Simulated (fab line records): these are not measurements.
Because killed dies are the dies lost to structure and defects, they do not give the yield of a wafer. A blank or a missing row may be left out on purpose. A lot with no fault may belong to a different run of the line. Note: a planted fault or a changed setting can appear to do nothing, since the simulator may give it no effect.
Chamber matching | flow n5_finfet | N5_MOL_CONTACT_COAG_STRIP_98 on rie_diel-01: 4 sister chambers
The step strips in N2/H2. 4 wafers are shown with their chamber, then 7 later ones without.

## WAFERS, EACH WITH ITS CHAMBER
wafer  | chamber | showerhead_plenum_p_Torr (Torr)
L082.3 | 3       | 3.45
L093.1 | 0       | 3.50
L093.4 | 2       | 3.57
L093.5 | 1       | 3.14

## WAFERS WHOSE CHAMBER IS MISSING
wafer  | showerhead_plenum_p_Torr (Torr)
L093.6 | 3.50
L095.2 | 3.50
L095.4 | 3.50
L095.6 | 3.44
L097.1 | 3.55
L097.2 | 3.56
L097.3 | 3.43

## WHICH CHAMBER EACH ONE RAN IN
wafer  | from the rows above | in truth
L093.6 | 0                   | 0
L095.2 | 0                   | 0
L095.4 | 0                   | 0
L095.6 | 3                   | 3
L097.1 | 2                   | 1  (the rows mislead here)
L097.2 | 2                   | 2
L097.3 | 3                   | 3
6 of 7 placed correctly. From these rows, 0 cannot be placed. Wrongly placed: 1.
How it was worked out, from the rows above alone: a wafer's distance from a chamber is the root of the sum, over the readings, of the square of ((its reading less the chamber's mean) divided by the reading's scatter). The wafer belongs to the nearest chamber; if the next one is less than 2 further off, it can't be placed. A chamber's mean is the mean of its shown wafers. The scatter (one wafer shown for each chamber): square how far every hidden wafer sits from the nearest shown wafer, average those squares and take the square root.
